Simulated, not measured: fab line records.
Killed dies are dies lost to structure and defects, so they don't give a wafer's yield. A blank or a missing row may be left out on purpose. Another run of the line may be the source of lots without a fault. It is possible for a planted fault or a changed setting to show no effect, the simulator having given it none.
fab line records ; flow nandHarc
[record] lots = 6; wafers = 15; lastDay = 32
route steps=1302 shown P_START@1 P_ZERO_WELL@2
lots that met no fault: from a run of the same line without faults
startH: the number of hours between the record's first day and the start of the first shown wafer of the lot ; waitH: hours from the lot's prior step to this one ; " same as the row above ; L1.1+2: one row covering several wafers at once ; - either no value or no given start ; * or withheld: withheld ; < > ~ a bound
route shown NAME@n: a module of which the file shows steps, and the number in the route of the first ; usual: mean/standard deviation taken from wafers without a fault ; same: alike in all rows ; chamber/n: place in a boat ; sites: each site's reading ; _std_site: standard deviation across them ; _edge_site: inner sites' mean taken away from outer sites' mean ; radiusMm: for every site, how far away it sits from the centre of the wafer ; mask NAME#n: copy n ; behind: the most recent tool/chamber to have shaped the wafer ; hold: why the lot was held/for how many hours/how that ended ; device: the transistor (n, p or np) that didn't switch ; end of line: at the end of the route, the tests of the same wafers ; a step without rows: its recipe alone ; killed: dies lost to structure and defects at the first sort, not the wafer's yield ; map: the dies of a wafer, with x for killed, . for not killed, _ for no die there
set.NAME: the setting the step ran with; set.NAME@STEP: the setting that earlier step ran with ; model.NAME: the simulator's own value behind a step, which no gauge read
lots at selected steps of the route; one table per step, one row per wafer
services: from which hour (startH, from the record's first day; less than 0 if before it) a tool's chamber was out of use, for how many hours, and why
[[steps]]
[step NHARC_P_START_INSPECT_01]
[usual] rawDefectCount = 3.3/2
lot.wafer;tool;chamber;startH;waitH;rawDefectCount
L244.1;defectInspect-01;-;50.04;-;2
L244.5;defectInspect-01;-;50.04;-;3
L244.6;defectInspect-01;-;50.04;-;2
L247.3;defectInspect-01;-;80.04;-;3
L247.5;defectInspect-01;-;80.04;-;3
L247.6;defectInspect-01;-;80.04;-;1
L255.2;defectInspect-02;-;160.04;-;6
L255.3;defectInspect-02;-;160.04;-;5
L256.4;defectInspect-01;-;170.04;-;3
L259.1;defectInspect-01;-;200.04;-;4
L259.5;defectInspect-01;-;200.04;-;6
L259.6;defectInspect-01;-;200.04;-;1
L260.1;defectInspect-01;-;210.03;-;1
L260.3;defectInspect-01;-;210.03;-;3
L260.5;defectInspect-01;-;210.03;-;3
[step NHARC_P_ZERO_WELL_PRECLEAN_00]
[recipe] timeS = 600; tempC = 120; chemistry = SPM
[step NHARC_P_ZERO_WELL_SRD_01]
[step NHARC_P_ZERO_WELL_PECVD_02]
[recipe] targetThkA = 100; tempC = 400; pressureTorr = 6.5; rfW = withheld; teosFlowSccm = withheld; flowSccm = 2650; targetThkNm = 10; gas = O2; material = SiO2
[step NHARC_P_ZERO_WELL_DEHYDRATE_03]
[recipe] tempC = 150; timeS = 120
[step NHARC_P_ZERO_WELL_HMDS_04]
[recipe] timeS = 30
[step NHARC_P_ZERO_WELL_COAT_64]
[recipe] tempC = 200; timeS = 65
[step NHARC_P_ZERO_WELL_COAT_05]
[recipe] spinRpm = 2000; resistThkNm = 600
[step NHARC_P_ZERO_WELL_SOFTBAKE_06]
[recipe] tempC = 125; timeS = 70
[usual] heaterPowerTotalW = 201.0/1.3
lot.wafer;tool;chamber;startH;waitH;heaterPowerTotalW
L244.1;lithoTrack-03;0;50;-;200.8
L244.5;lithoTrack-03;0;50;-;202.5
L244.6;lithoTrack-03;0;50;-;199.9
L247.3;lithoTrack-03;0;80;-;199.8
L247.5;lithoTrack-03;0;80;-;202.6
L247.6;lithoTrack-03;0;80;-;201.7
L255.2;lithoTrack-03;0;160;-;207.3
L255.3;lithoTrack-03;0;160;-;206.4
L256.4;lithoTrack-03;0;170;-;207.3
L259.1;lithoTrack-07;0;200;-;199.3
L259.5;lithoTrack-07;0;200;-;202.3
L259.6;lithoTrack-07;0;200;-;202.6
L260.1;lithoTrack-07;0;210;-;201.1
L260.3;lithoTrack-07;0;210;-;202.6
L260.5;lithoTrack-07;0;210;-;200.5
[step NHARC_P_ZERO_WELL_EBR_07]
[[services]]
tool;chamber;startH;hours;kind
lithoTrack-07;-;76.00;7.0;pm
lithoTrack-03;-;100.00;7.0;pm
[[key]]
[firstSign] step = NHARC_P_ZERO_WELL_SOFTBAKE_06; reading = heaterPowerTotalW; direction = up; sigmas = 4.7; usual = *; struck = *
effect none on later readings
metAt NHARC_P_ZERO_WELL_SOFTBAKE_06
struckWafers L255.2,L255.3,L256.4
testerLeftOut L255,L256
onsetBetween 80 160
[fault] kind = processParameterDrift; tool = lithoTrack-03; chamber = -; onsetH = 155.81; steps = NHARC_P_ZERO_WELL_SOFTBAKE_06; channel = timeS; offset = *; shape = step; endH = 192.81; actsIn = *; stated = *
// testerLeftOut: of these lots the tester's yield and bins aren't shown, on N5 and GAA mostly nor the transistor test; their killed dies are dies lost to structure and defects alone, not to doping, threshold or leakage, so they don't give the yield
